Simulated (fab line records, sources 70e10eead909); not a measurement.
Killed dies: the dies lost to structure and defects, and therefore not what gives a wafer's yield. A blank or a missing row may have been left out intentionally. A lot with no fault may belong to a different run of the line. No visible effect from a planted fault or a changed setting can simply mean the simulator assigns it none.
What tool caused it? + flow nandHarc + route of 1159 steps, sampled at 1 step: 12 lots, 36 wafers

== WHAT THE GAUGES READ, wafer by wafer ==
NHARC_A_CONTACT_CD_MEAS_69: target cd 200 nm.
| lot  | measured     | on       | cdNm (nm)         |
|------|--------------|----------|-------------------|
| L074 | day 16 22:56 | cdSem-03 | 199.1 200.6 199.9 |
| L078 | day 17 02:38 | cdSem-02 | 200.4 200.8 200.3 |
| L076 | day 17 21:41 | cdSem-01 | 201.2 201.5 200.6 |
| L081 | day 18 08:05 | cdSem-03 | 200.6 200.0 200.9 |
| L083 | day 18 23:06 | cdSem-03 | 201.1 200.5 201.1 |
| L088 | day 19 13:39 | cdSem-02 | 199.4 199.8 199.2 |
| L086 | day 20 03:04 | cdSem-02 | 199.2 200.1 199.0 |
| L090 | day 20 15:46 | cdSem-01 | 201.8 201.0 201.6 |
| L092 | day 20 20:16 | cdSem-01 | 200.2 199.2 199.5 |
| L094 | day 21 17:28 | cdSem-01 | 200.7 200.5 200.8 |
| L096 | day 22 02:11 | cdSem-02 | 201.2 199.9 200.2 |
| L097 | day 22 10:13 | cdSem-01 | 200.0 200.6 200.4 |

== WHICH TOOL RAN EACH LOT (tool, then ch and the chambers of the sampled wafers, then the start) ==
No process step before these readings appears in the record.

== THE ANSWER, worked out from the rows above alone ==
Rule: what is usual is taken from the lots themselves. Put in order of their means at a reading, lots are off if they are a third of the lots or fewer, leave a main group of 4 or more, and stand apart from it by a gap of 3 or more times the standard deviation of the main group's means; of several such gaps the widest counts. A main group whose means are all the same, to the digits that the tables above print for the reading, isn't used. A lot without any number at a reading at which 4 lots or more have one is off too. The other lots that the step has rows for count as sound.
No lot is off on any of the readings shown, so nothing can be concluded from this.

== WHAT THE SIMULATOR PUT IN ==
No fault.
